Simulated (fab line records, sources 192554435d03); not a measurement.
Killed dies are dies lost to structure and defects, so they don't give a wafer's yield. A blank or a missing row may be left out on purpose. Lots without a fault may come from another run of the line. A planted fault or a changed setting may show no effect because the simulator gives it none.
Which tool did it? | flow n5_finfet | 11 lots, 30 wafers sampled, at 3 steps of a route of 1938

WHAT THE GAUGES READ, wafer by wafer
N5_BEOL_M11_OCD_MEAS_38.
lot  | measured     | on     | trench_depth_nm (nm)
L835 | day 11 12:20 | ocd-02 | 147 147
L836 | day 11 15:25 | ocd-01 | 146 147 147
L839 | day 11 20:01 | ocd-02 | 147 151
L837 | day 11 22:43 | ocd-01 | 154 143
L840 | day 12 15:48 | ocd-02 | 143 153 143
L848 | day 13 23:27 | ocd-02 | 142 148 150
L849 | day 14 20:33 | ocd-02 | 148 148 150
L852 | day 15 16:20 | ocd-02 | 148 146 147
L856 | day 16 00:55 | ocd-01 | 142 151 152
L853 | day 15 23:32 | ocd-01 | 148 146 143
L857 | day 17 00:33 | ocd-02 | 149 144 150

WHICH TOOL RAN EACH LOT (tool, then ch and the chambers of the sampled wafers, then the start)
lot  | N5_BEOL_M11_PECVD_70            | N5_BEOL_M11_TRENCH_ETCH_37
L835 | pecvd-03 ch 0,2, day 11 04:53   | rie_diel-01 ch 0,1, day 11 12:20 or earlier
L836 | pecvd-03 ch 0,1, day 11 12:40   | rie_diel-01 ch 0,1,2, day 11 15:25 or earlier
L839 | pecvd-03 ch 0,1, day 11 17:00   | rie_diel-01 ch 0,3, day 11 20:01 or earlier
L837 | pecvd-03 ch 1,2, day 11 18:13   | rie_diel-03 ch 2,3, day 11 22:43 or earlier
L840 | pecvd-02 ch 0,1, day 12 11:16   | rie_diel-03 ch 2,3, day 12 15:48 or earlier
L848 | pecvd-03 ch 0,1,2, day 13 16:42 | rie_diel-02 ch 0,1,3, day 13 23:27 or earlier
L849 | pecvd-02 ch 0,1,2, day 14 14:15 | rie_diel-01 ch 0,1,3, day 14 20:33 or earlier
L852 | pecvd-04 ch 0,1, day 15 12:56   | rie_diel-01 ch 0,1,2, day 15 16:20 or earlier
L856 | pecvd-02 ch 0,2, day 15 18:16   | rie_diel-03 ch 1,2,3, day 16 00:55 or earlier
L853 | pecvd-04 ch 1,2, day 15 19:02   | rie_diel-01 ch 0,1,2, day 15 23:32 or earlier
L857 | pecvd-02 ch 0,1, day 16 18:43   | rie_diel-02 ch 0,1,3, day 17 00:33 or earlier
- N5_BEOL_M11_PECVD_70: deposits SiO2 from TEOS/O2, target thk 20 nm, time 22.7 s.
- N5_BEOL_M11_TRENCH_ETCH_37: etches SiCOH lowk in C4F6/O2, target depth 148.83 nm, time 48 s.

THE ANSWER, worked out from the rows above alone
Rule: what is usual is taken from the lots themselves. Put in order of their means at a reading, lots are off if they are a third of the lots or fewer, leave a main group of 4 or more, and stand apart from it by a gap of 3 or more times the standard deviation of the main group's means; of several such gaps the widest counts. A main group whose means are all the same, to the digits that the tables above print for the reading, isn't used. A lot without any number at a reading at which 4 lots or more have one is off too. The other lots that the step has rows for count as sound.
No lot is off at any reading shown: from this, nothing can be told.

WHAT THE SIMULATOR HAD PUT IN
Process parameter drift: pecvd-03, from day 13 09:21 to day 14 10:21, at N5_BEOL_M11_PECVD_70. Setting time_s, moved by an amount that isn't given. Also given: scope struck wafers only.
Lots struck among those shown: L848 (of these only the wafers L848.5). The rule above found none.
